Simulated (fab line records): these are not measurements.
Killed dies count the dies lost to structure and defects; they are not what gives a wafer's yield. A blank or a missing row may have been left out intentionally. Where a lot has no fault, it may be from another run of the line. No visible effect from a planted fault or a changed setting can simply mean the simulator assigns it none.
Matching of chambers -- flow nand_harc -- rie_diel-09 running NHARC_P_ZERO_WELL_ETCH_65: 4 sister chambers
The step etches the open film in N2/H2, target depth 80 nm, overetch 24 nm, time 87.88 s. 4 wafers are shown with their chamber, then 12 later ones without.

## WAFERS, EACH WITH ITS CHAMBER
wafer,chamber,drypump_motor_current_A (A)
L086.2,1,5.9
L086.4,0,6.0
L089.5,2,6.2
L089.6,3,5.4

## WAFERS WITH NO CHAMBER GIVEN
wafer,drypump_motor_current_A (A)
L090.2,6.0
L090.3,5.9
L090.4,5.4
L092.3,6.1
L092.5,5.3
L092.6,6.0
L094.2,6.0
L094.4,5.4
L094.6,5.9
L096.1,5.4
L096.2,6.1
L096.3,5.9

## EACH ONE'S CHAMBER
wafer,from the rows above,in truth
L090.2,can't be placed: 0 or 1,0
L090.3,can't be placed: 1 or 0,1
L090.4,3,3
L092.3,can't be placed: 0 or 2 or 1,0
L092.5,3,3
L092.6,can't be placed: 0 or 1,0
L094.2,can't be placed: 0 or 1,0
L094.4,3,3
L094.6,can't be placed: 1 or 0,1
L096.1,3,3
L096.2,can't be placed: 0 or 2 or 1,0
L096.3,can't be placed: 1 or 0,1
Correctly placed: 4 of 12. Unplaceable from these rows: 8, with the true chamber sitting among the candidates in 8. Placed wrongly: 0.
How it was worked out, from the rows above alone: a wafer's distance from a chamber is the root of the sum, over the readings, of the square of ((its reading less the chamber's mean) divided by the reading's scatter). If the next closest chamber is less than 2 further off than the closest, the wafer can't be placed; otherwise it belongs to the closest. For every chamber, the mean is computed from those of its wafers that are shown. The scatter: root of mean squared gap, hidden wafer to nearest shown wafer, with one shown wafer a chamber.
